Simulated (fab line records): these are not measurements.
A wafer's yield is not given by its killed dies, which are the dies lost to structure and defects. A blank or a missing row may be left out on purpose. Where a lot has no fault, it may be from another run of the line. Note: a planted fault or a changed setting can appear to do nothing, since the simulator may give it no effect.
Matching of chambers / flow n5 finfet / rie diel-01 running N5_FIN_SAQP_ETCH_67: 4 sister chambers
The step etches SiNx in CH3F/O2, target depth 30 nm. 16 wafers are shown with their chamber, then 8 later ones without.

EACH WAFER AND ITS CHAMBER
wafer=L074.1; chamber=0; showerhead plenum p Torr (Torr)=2.09; drypump motor current A (A)=6.4; rf vpp V (V)=292
wafer=L074.3; chamber=3; showerhead plenum p Torr (Torr)=1.98; drypump motor current A (A)=6.0; rf vpp V (V)=298
wafer=L074.6; chamber=2; showerhead plenum p Torr (Torr)=1.93; drypump motor current A (A)=6.6; rf vpp V (V)=297
wafer=L076.1; chamber=0; showerhead plenum p Torr (Torr)=2.09; drypump motor current A (A)=6.4; rf vpp V (V)=293
wafer=L076.4; chamber=3; showerhead plenum p Torr (Torr)=1.98; drypump motor current A (A)=6.0; rf vpp V (V)=298
wafer=L076.5; chamber=1; showerhead plenum p Torr (Torr)=1.96; drypump motor current A (A)=5.8; rf vpp V (V)=299
wafer=L085.2; chamber=3; showerhead plenum p Torr (Torr)=1.97; drypump motor current A (A)=5.9; rf vpp V (V)=298
wafer=L085.3; chamber=2; showerhead plenum p Torr (Torr)=1.92; drypump motor current A (A)=6.6; rf vpp V (V)=296
wafer=L085.4; chamber=3; showerhead plenum p Torr (Torr)=1.97; drypump motor current A (A)=5.9; rf vpp V (V)=297
wafer=L087.1; chamber=3; showerhead plenum p Torr (Torr)=1.97; drypump motor current A (A)=5.9; rf vpp V (V)=297
wafer=L087.2; chamber=2; showerhead plenum p Torr (Torr)=1.92; drypump motor current A (A)=6.5; rf vpp V (V)=297
wafer=L087.5; chamber=3; showerhead plenum p Torr (Torr)=1.97; drypump motor current A (A)=5.9; rf vpp V (V)=297
wafer=L090.3; chamber=2; showerhead plenum p Torr (Torr)=1.92; drypump motor current A (A)=6.5; rf vpp V (V)=297
wafer=L090.4; chamber=0; showerhead plenum p Torr (Torr)=2.08; drypump motor current A (A)=6.4; rf vpp V (V)=291
wafer=L090.5; chamber=0; showerhead plenum p Torr (Torr)=2.08; drypump motor current A (A)=6.4; rf vpp V (V)=291
wafer=L093.1; chamber=3; showerhead plenum p Torr (Torr)=1.97; drypump motor current A (A)=5.9; rf vpp V (V)=297

SIGNATURES (averages over the wafers above)
reading=showerhead plenum p Torr; chamber 0=2.0850; chamber 1=1.9600; chamber 2=1.9225; chamber 3=1.9729; scatter within a chamber=0.00515
reading=drypump motor current A; chamber 0=6.400; chamber 1=5.800; chamber 2=6.550; chamber 3=5.929; scatter within a chamber=0.045
reading=rf vpp V; chamber 0=291.75; chamber 1=299.00; chamber 2=296.75; chamber 3=297.43; scatter within a chamber=0.659
Rule: a wafer's distance from a chamber is the root of the sum, over the readings, of the square of ((its reading less the chamber's mean) divided by the reading's scatter). If the next closest chamber is less than 2 further off than the closest, the wafer can't be placed; otherwise it belongs to the closest. The scatter: take each reading less its chamber's mean, square it, sum over the shown wafers, divide by the number of wafers less the number of chambers, and take the root.

WAFERS WITHOUT THEIR CHAMBER
wafer=L093.4; showerhead plenum p Torr (Torr)=2.08; drypump motor current A (A)=6.4; rf vpp V (V)=291
wafer=L093.6; showerhead plenum p Torr (Torr)=2.08; drypump motor current A (A)=6.4; rf vpp V (V)=292
wafer=L096.2; showerhead plenum p Torr (Torr)=2.08; drypump motor current A (A)=6.4; rf vpp V (V)=293
wafer=L096.4; showerhead plenum p Torr (Torr)=1.91; drypump motor current A (A)=6.5; rf vpp V (V)=296
wafer=L096.5; showerhead plenum p Torr (Torr)=1.95; drypump motor current A (A)=5.8; rf vpp V (V)=303
wafer=L097.2; showerhead plenum p Torr (Torr)=1.95; drypump motor current A (A)=5.7; rf vpp V (V)=301
wafer=L097.3; showerhead plenum p Torr (Torr)=2.08; drypump motor current A (A)=6.4; rf vpp V (V)=291
wafer=L097.6; showerhead plenum p Torr (Torr)=2.08; drypump motor current A (A)=6.4; rf vpp V (V)=292

WHICH CHAMBER EACH ONE RAN IN
wafer=L093.4; from the rows above=0; in truth=0
wafer=L093.6; from the rows above=0; in truth=0
wafer=L096.2; from the rows above=0; in truth=0
wafer=L096.4; from the rows above=2; in truth=2
wafer=L096.5; from the rows above=1; in truth=1
wafer=L097.2; from the rows above=1; in truth=1
wafer=L097.3; from the rows above=0; in truth=0
wafer=L097.6; from the rows above=0; in truth=0
Correctly placed: 8 of 8. Can't be placed from these rows: 0. 0 placed wrongly.
